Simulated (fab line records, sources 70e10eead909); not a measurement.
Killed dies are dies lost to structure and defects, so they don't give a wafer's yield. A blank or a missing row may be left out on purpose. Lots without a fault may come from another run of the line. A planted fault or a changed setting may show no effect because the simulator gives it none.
fab line records | flow nand_harc
record lots=6 wafers=18 last_day=24
route steps=1159 shown A_CONTACT@920 END@1159
lots that met no fault: from a run of the same line without faults
start_h: hours from the record's first day to the start of the lot's first wafer shown | wait_h: hours since the lot's step before | " the same as in the row above | L1.1+2: a row that stands for several wafers | - no value, or no start given | * or withheld: withheld | < > ~ a bound
route shown NAME@n: a module of which the file shows steps, and the number in the route of the first | usual: mean/standard deviation of fault-free wafers | same: alike in all rows | chamber/n: place in a boat | sites: the reading at each site | _std_site: their standard deviation | _edge_site: outer sites' mean less inner sites' | radius_mm: how far each site lies from the wafer's centre | mask NAME#n: copy n | behind: the tool/chamber that last shaped the wafer | hold: why the lot was held/for how many hours/how that ended | device: the transistor (n, p or np) that didn't switch | end of line: the same wafers' tests at the end of the route | a step without rows: its recipe alone | killed: dies lost to structure and defects at the first sort, not the wafer's yield | map: a wafer's dies, x killed, . not, _ none there
set.NAME: the setting as run; set.NAME@STEP: as run at that earlier step | model.NAME: the simulator's own value behind a step, which no gauge read
lots at some steps of the route; a table a step, a row a wafer
services: from which hour (start_h, from the record's first day; less than 0 if before it) a tool's chamber was out of use, for how many hours, and why
## steps
# step NHARC_A_CONTACT_ETCH_106
# recipe target_depth_a=600 overetch_a=60 time_s=33 ion_energy_ev=100 cf4_flow_sccm=80 o2_flow_sccm=20 ar_flow_sccm=0 rf_w=300 bias_w=100 chemistry=CF4/O2
# usual drypump_motor_current_A=5.8/0.38 oes_product_au=0.999/0.01 rf_vpp_V=197.5/1.4 showerhead_plenum_p_Torr=1.32/0.052 throttle_valve_pct=13.397/0.0091
# columns lot.wafer tool chamber start_h wait_h drypump_motor_current_A oes_product_au rf_hours_counter_h rf_vpp_V showerhead_plenum_p_Torr throttle_valve_pct
L750.2 rie_diel-11 3 396.64 0.1 6.5 0.992 64 197.1 1.35 13.393
L750.1 " 0 " " 6.1 0.999 64 197.8 1.24 13.389
L750.6 " 1 " " 6.1 0.992 - 196.7 1.31 13.404
L756.2 rie_diel-08 1 444.55 0.1 6.5 1.010 25 199.5 1.40 13.385
L756.4 " 3 " " 5.5 1.012 30 196.7 1.33 13.407
L756.5 " 0 " " 5.7 0.990 - 195.9 1.32 13.410
L759.4 rie_diel-11 3 461.87 0.3 6.6 1.001 17 198.3 1.35 13.400
L759.2 " 1 " " 6.1 0.987 19 196.9 1.30 13.398
L759.6 " 3 " " 6.5 1.000 - 198.3 1.35 13.420
L758.3 rie_diel-08 2 469.19 0.2 5.8 0.997 37 196.4 1.24 13.390
L758.2 " 3 " " 5.6 1.013 36 197.1 1.33 13.413
L758.1 " 1 " " 6.5 1.017 31 198.9 1.40 13.387
L763.1 rie_diel-10 0 491.29 0.1 5.8 0.996 43 197.2 1.32 13.401
L763.2 " 1 " " 5.2 0.987 43 197.7 1.25 13.390
L763.6 " 3 " " 5.7 1.002 - 197.8 1.34 13.395
L767.2 rie_diel-08 1 506.51 0.1 6.5 1.013 3 199.2 1.40 13.398
L767.1 " 3 " " 5.6 0.994 3 197.4 1.32 13.382
L767.5 " 0 " " 5.8 0.999 - 196.0 1.32 13.392
# step NHARC_A_CONTACT_STRIP_82
# recipe o2_flow_sccm=500 ar_flow_sccm=0 bias_w=0 chemistry=O2
# usual drypump_motor_current_A=5.8/0.38 oes_product_au=1.000/0.01 rf_vpp_V=57.6/0.85 showerhead_plenum_p_Torr=3.49/0.13 throttle_valve_pct=17.037/0.0093
# columns lot.wafer tool chamber start_h wait_h drypump_motor_current_A oes_product_au rf_hours_counter_h rf_vpp_V showerhead_plenum_p_Torr throttle_valve_pct
L750.1 rie_diel-11 2 - - 6.0 1.010 62 56.9 3.53 17.032
L750.2 " 3 " " 6.6 0.999 64 58.4 3.58 17.023
L750.6 " 1 " " 6.1 1.009 - 57.0 3.46 17.039
L756.2 rie_diel-08 3 - - 5.6 1.015 30 58.8 3.51 17.045
L756.4 " 1 " " 6.5 1.017 25 57.3 3.69 17.031
L756.5 " 3 " " 5.5 1.010 - 57.8 3.51 17.040
L759.2 rie_diel-11 1 - - 6.2 0.989 19 57.1 3.45 17.034
L759.4 " 2 " " 6.1 0.995 19 58.0 3.52 17.044
L759.6 " 0 " " 6.1 1.010 - 57.7 3.80 17.049
L758.2 rie_diel-08 3 - - 5.6 1.001 36 56.2 3.50 17.023
L758.3 " 0 " " 5.7 0.994 37 56.6 3.48 17.047
L758.1 " 1 " " 6.5 1.015 31 57.2 3.69 17.035
L763.1 rie_diel-10 3 - - 5.7 0.988 46 56.9 3.55 17.035
L763.2 " 0 " " 5.8 0.996 43 57.4 3.48 17.037
L763.6 " 3 " " 5.7 0.992 - 57.6 3.55 17.050
L767.2 rie_diel-08 3 - - 5.5 0.998 3 55.8 3.50 17.037
L767.1 " 0 " " 5.8 0.996 2 57.6 3.48 17.052
L767.5 " 1 " " 6.5 1.023 - 58.1 3.69 17.032
# step NHARC_A_CONTACT_STRIP_83
# recipe time_s=600 temp_c=30 chemistry=post_etch_residue_remover
# step NHARC_A_CONTACT_DEP_84
# recipe target_thk_a=20000 temp_c=400 material=aC
# usual throttle_valve_pct=34.999/0.01
# columns lot.wafer tool chamber start_h wait_h throttle_valve_pct
L750.1 acl_dep-01 0 397.34 - 34.993
L750.2 " 0 " " 34.997
L750.6 " 0 " " 35.000
L756.2 acl_dep-01 0 445.45 - 34.993
L756.4 " 0 " " 35.008
L756.5 " 0 " " 34.998
L759.2 acl_dep-02 0 463.87 - 34.999
L759.4 " 0 " " 34.993
L759.6 " 0 " " 34.991
L758.1 acl_dep-02 0 469.85 - 34.999
L758.2 " 0 " " 34.998
L758.3 " 0 " " 35.008
L763.1 acl_dep-03 0 491.95 - 34.980
L763.2 " 0 " " 35.003
L763.6 " 0 " " 34.995
L767.1 acl_dep-02 0 507.16 - 34.996
L767.2 " 0 " " 34.993
L767.5 " 0 " " 35.005
# step NHARC_A_CONTACT_DEP_85
# recipe target_thk_a=500 target_thk_nm=50 temp_c=400 pressure_torr=3.5 flow_sccm=200 rf_w=350 material=SiON
# usual heater_power_outer_w=500/74 heater_power_w=824/97
# columns lot.wafer tool chamber start_h wait_h heater_power_outer_w heater_power_w
L750.1 pecvd-03 1 398.63 1.1 524 869
L750.2 " 2 " " 431 750
L750.6 " 1 " " 520 870
L756.2 pecvd-04 1 446.54 0.9 505 847
L756.5 " 0 " " 620 960
L756.4 " 1 " " 501 862
L759.2 pecvd-01 1 464.91 0.8 491 835
L759.4 " 1 " " 506 853
L759.6 " 0 " " 312 574
L758.3 pecvd-03 2 471.11 0.6 539 890
L758.1 " 0 " " 431 652
L758.2 " 1 " " 528 910
L763.2 pecvd-04 1 493.25 0.9 529 877
L763.1 " 2 " " 585 961
L763.6 " 0 " " 572 871
L767.1 pecvd-03 2 508.41 1.0 549 912
L767.2 " 1 " " 470 840
L767.5 " 1 " " 467 844
# step NHARC_A_CONTACT_DEHYDRATE_00
# recipe temp_c=150 time_s=120
# step NHARC_A_CONTACT_HMDS_01
# recipe time_s=30
# step NHARC_A_CONTACT_COAT_86
# recipe temp_c=260 time_s=75
# step NHARC_A_CONTACT_COAT_87
# recipe temp_c=225 time_s=65
# step NHARC_A_CONTACT_COAT_02
# recipe spin_rpm=1500 resist_thk_nm=90
# step NHARC_A_CONTACT_SOFTBAKE_03
# recipe temp_c=105 time_s=55
# step NHARC_A_CONTACT_EBR_04
# step NHARC_A_CONTACT_EXPOSE_05
# recipe na=1.35 sigma_outer=0.8 dose_mj=84.24 mask_id=A_CC
# usual exposure_dose_mJ_cm2=84.19/0.079
# same sigma_outer=0.8
# columns lot.wafer tool chamber start_h wait_h mask exposure_dose_mJ_cm2
L750.1 arfi_scanner-02 0 399.19 - A_CC#0 84.20
L750.2 " 0 " " A_CC#0 84.23
L750.6 " 0 " " A_CC#0 84.28
L756.2 arfi_scanner-03 0 447.10 - A_CC#0 84.20
L756.4 " 0 " " A_CC#0 84.17
L756.5 " 0 " " A_CC#0 84.24
L759.2 arfi_scanner-01 0 465.37 - A_CC#0 84.13
L759.4 " 0 " " A_CC#0 84.08
L759.6 " 0 " " A_CC#0 84.04
L758.1 arfi_scanner-03 0 471.70 - A_CC#0 110.29
L758.2 " 0 " " A_CC#0 110.17
L758.3 " 0 " " A_CC#0 110.21
L763.1 arfi_scanner-03 0 493.80 - A_CC#0 104.94
L763.2 " 0 " " A_CC#0 105.02
L763.6 " 0 " " A_CC#0 104.95
L767.1 arfi_scanner-02 0 508.86 - A_CC#0 84.27
L767.2 " 0 " " A_CC#0 84.40
L767.5 " 0 " " A_CC#0 84.30
# step NHARC_A_CONTACT_PEB_06
# recipe peb_temp_c=100 peb_time_s=65
# step NHARC_A_CONTACT_DEVELOP_07
# recipe develop_time_s=35 dev_temp_c=23
# step NHARC_A_CONTACT_CD_MEAS_08
# recipe target_cd_nm=100 landing_energy_ev=500
# usual cd_nm=99.9/0.66
# same landing_energy_ev=500
# columns lot.wafer tool chamber start_h wait_h cd_nm
L750.1 cd_sem-02 0 399.33 - 99.6
L750.2 " 0 " " 100.1
L750.6 " 0 " " 99.6
L756.2 cd_sem-02 0 447.24 - 100.3
L756.4 " 0 " " 99.6
L756.5 " 0 " " 99.9
L759.2 cd_sem-03 0 465.51 - 100.2
L759.4 " 0 " " 100.5
L759.6 " 0 " " 101.2
L758.1 cd_sem-03 0 471.84 - 120.5
L758.2 " 0 " " 120.6
L758.3 " 0 " " 120.1
L763.1 cd_sem-02 0 493.94 - 117.9
L763.2 " 0 " " 117.5
L763.6 " 0 " " 116.7
L767.1 cd_sem-02 0 509.00 - 100.1
L767.2 " 0 " " 99.5
L767.5 " 0 " " 99.9
# step NHARC_A_CONTACT_OVL_MEAS_09
# usual overlay_x_nm=0.0/0.7 overlay_y_nm=-0.2/0.94
# columns lot.wafer tool chamber start_h wait_h overlay_x_nm overlay_y_nm
L750.1 overlay-01 - 399.41 - -0.8 0.6
L750.2 " - " " -1.4 0.4
L750.6 " - " " -0.6 1.3
L756.2 overlay-01 - 447.33 - 0.9 -0.5
L756.4 " - " " 0.9 -0.5
L756.5 " - " " 0.9 -0.2
L759.2 overlay-02 - 465.59 - -0.8 1.0
L759.4 " - " " -0.8 0.3
L759.6 " - " " -0.9 0.6
L758.1 overlay-01 - 471.94 - 1.2 0.1
L758.2 " - " " 1.4 0.0
L758.3 " - " " 1.4 -0.4
L763.1 overlay-02 - 494.02 - -0.1 0.6
L763.2 " - " " 0.1 1.0
L763.6 " - " " -0.1 1.2
L767.1 overlay-02 - 509.09 - 0.7 -1.0
L767.2 " - " " 0.9 -1.2
L767.5 " - " " 1.4 -1.3
# step NHARC_END_SORT_01
# recipe temp_c=25
# usual killed_at_array=29/11 killed_at_other=0.6/0.75 killed_at_periphery=3.1/2.1 killed_dies=32/11 killed_open=3.0/1.8 killed_short=1.8/1.3
# same gross_dies=677
# columns lot.wafer tool chamber start_h wait_h killed_at_array killed_at_other killed_at_periphery killed_dies killed_open killed_short
L756.2 prober-01 0 499.31 2.8 29 0 2 31 2 2
L756.4 prober-01 0 500.93 3.4 19 0 1 20 1 2
L756.5 prober-01 0 501.73 3.7 36 1 2 39 3 1
L759.2 prober-01 0 515.63 2.8 28 2 5 35 5 1
L759.4 prober-01 0 517.22 3.4 37 1 1 39 1 4
L759.6 prober-01 0 518.82 4.0 25 2 1 28 3 1
L767.1 prober-01 0 561.20 2.5 30 0 4 34 2 2
L767.2 prober-01 0 562.00 2.8 33 0 6 39 5 3
L767.5 prober-01 0 564.37 3.7 36 0 3 39 2 1
# killed by level:class
L756.2 A_SLIT:chamber_film_flake=11 A_CHANNEL_HOLE_D1:chamber_film_flake=5 A_CONTACT:chamber_film_flake=4 A_STAIRCASE:chamber_film_flake=3 P_CONTACT:geometric_particle:short=1 A_ONON_D1:geometric_particle:open=1 A_CHANNEL_FILL_D1:geometric_particle:short=1 A_M0:geometric_particle:open=1
L756.4 A_SLIT:chamber_film_flake=12 A_STAIRCASE:chamber_film_flake=3 A_CHANNEL_FILL_D1:geometric_particle:short=2 P_CONTACT:geometric_particle:open=1 A_CHANNEL_HOLE_D1:chamber_film_flake=1 A_CONTACT:chamber_film_flake=1
L756.5 A_SLIT:chamber_film_flake=16 A_CHANNEL_HOLE_D1:chamber_film_flake=7 A_CONTACT:chamber_film_flake=6 A_CHANNEL_FILL_D1:chamber_film_flake=2 A_STAIRCASE:chamber_film_flake=2 P_GATE:geometric_particle:open=1 P_M2:geometric_particle:open=1 A_M0:geometric_particle:open=1
L759.2 A_CHANNEL_HOLE_D1:chamber_film_flake=14 A_STAIRCASE:chamber_film_flake=6 A_CONTACT:geometric_particle:open=2 P_GATE:chamber_film_flake=2 A_SLIT:chamber_film_flake=2 A_WL_FILL:chamber_film_flake=2 THIN_TSV:chamber_film_flake=2 P_GATE:geometric_particle:open=1
L759.4 A_CHANNEL_HOLE_D1:chamber_film_flake=16 A_STAIRCASE:chamber_film_flake=7 A_SLIT:chamber_film_flake=5 A_WL_FILL:geometric_particle:short=3 A_WL_FILL:chamber_film_flake=3 A_CHANNEL_FILL_D1:geometric_particle:short=1 A_BLC:geometric_particle:open=1 P_GATE:chamber_film_flake=1
L759.6 A_CHANNEL_HOLE_D1:chamber_film_flake=14 A_STAIRCASE:chamber_film_flake=4 A_SLIT:chamber_film_flake=2 THIN_TSV:chamber_film_flake=2 P_M0:geometric_particle:open=1 A_CHANNEL_HOLE_D1:geometric_particle:short=1 A_CHANNEL_HOLE_D1:geometric_particle:open=1 A_CONTACT:geometric_particle:open=1
L767.1 A_CONTACT:chamber_film_flake=10 A_STAIRCASE:chamber_film_flake=8 A_CHANNEL_HOLE_D1:chamber_film_flake=4 A_M1:chamber_film_flake=3 A_CONTACT:geometric_particle:open=2 P_ZERO_WELL:chamber_film_flake=2 P_CONTACT:geometric_particle:short=1 A_WL_FILL:geometric_particle:short=1
L767.2 A_STAIRCASE:chamber_film_flake=9 A_CHANNEL_HOLE_D1:chamber_film_flake=9 A_M1:chamber_film_flake=5 P_ZERO_WELL:chamber_film_flake=3 A_BLC:chamber_film_flake=3 P_CONTACT:geometric_particle:short=1 P_CONTACT:geometric_particle:open=1 P_M0:geometric_particle:open=1
L767.5 A_STAIRCASE:chamber_film_flake=9 A_M1:chamber_film_flake=8 A_CHANNEL_HOLE_D1:chamber_film_flake=7 A_CONTACT:chamber_film_flake=4 A_BLC:chamber_film_flake=4 P_ZERO_WELL:chamber_film_flake=2 A_WL_FILL:chamber_film_flake=2 P_M0:geometric_particle:open=1
## services
# columns tool chamber start_h hours kind
pecvd-04 - 376.00 13.0 pm
rie_diel-08 0 384.39 - clean
rie_diel-08 1 384.39 - clean
rie_diel-08 2 384.39 - clean
rie_diel-08 3 384.39 - clean
acl_dep-01 - 391.88 5.1 repair
rie_diel-11 - 398.65 9.0 pm
acl_dep-03 - 404.25 13.0 pm
rie_diel-08 0 408.89 - clean
rie_diel-08 1 408.89 - clean
rie_diel-08 2 408.89 - clean
rie_diel-08 3 408.89 - clean
pecvd-01 - 417.58 1.8 repair
arfi_scanner-02 - 428.00 4.0 pm
rie_diel-11 3 429.84 5.1 repair
arfi_scanner-03 - 431.22 0.5 repair
arfi_scanner-03 - 461.45 1.1 repair
pecvd-03 - 466.24 0.9 repair
rie_diel-10 3 468.39 1.6 repair
arfi_scanner-01 - 470.53 1.2 repair
pecvd-03 - 473.43 13.0 pm
acl_dep-01 - 475.65 13.0 pm
rie_diel-08 - 478.82 9.0 pm
arfi_scanner-03 - 484.00 4.0 pm
## key
first_sign step=NHARC_A_CONTACT_EXPOSE_05 reading=exposure_dose_mJ_cm2 direction=up sigmas=99+ usual=84.19 struck=107.60
effect step=NHARC_A_CONTACT_CD_MEAS_08 reading=cd_nm direction=up sigmas=29 usual=99.9 struck=118.9 through=control_loop
met_at NHARC_A_CONTACT_EXPOSE_05
struck_wafers L758.1,L758.2,L758.3,L763.1,L763.2,L763.6
tester_left_out L758,L763
loop_trim step=NHARC_A_CONTACT_EXPOSE_05 setting=dose lots=L763
onset_between 447.10 471.70
fault kind=process_parameter_drift tool=arfi_scanner-03 chamber=- onset_h=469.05 steps=NHARC_A_CONTACT_EXPOSE_05 channel=dose_mj offset=26.03 shape=step acts_in=these_recipes_only stated=84.24
# tester_left_out: of these lots the tester's yield and bins aren't shown, on N5 and GAA mostly nor the transistor test; their killed dies are dies lost to structure and defects alone, not to doping, threshold or leakage, so they don't give the yield
# loop_trim: a control loop set the setting to another value than it would have without faults
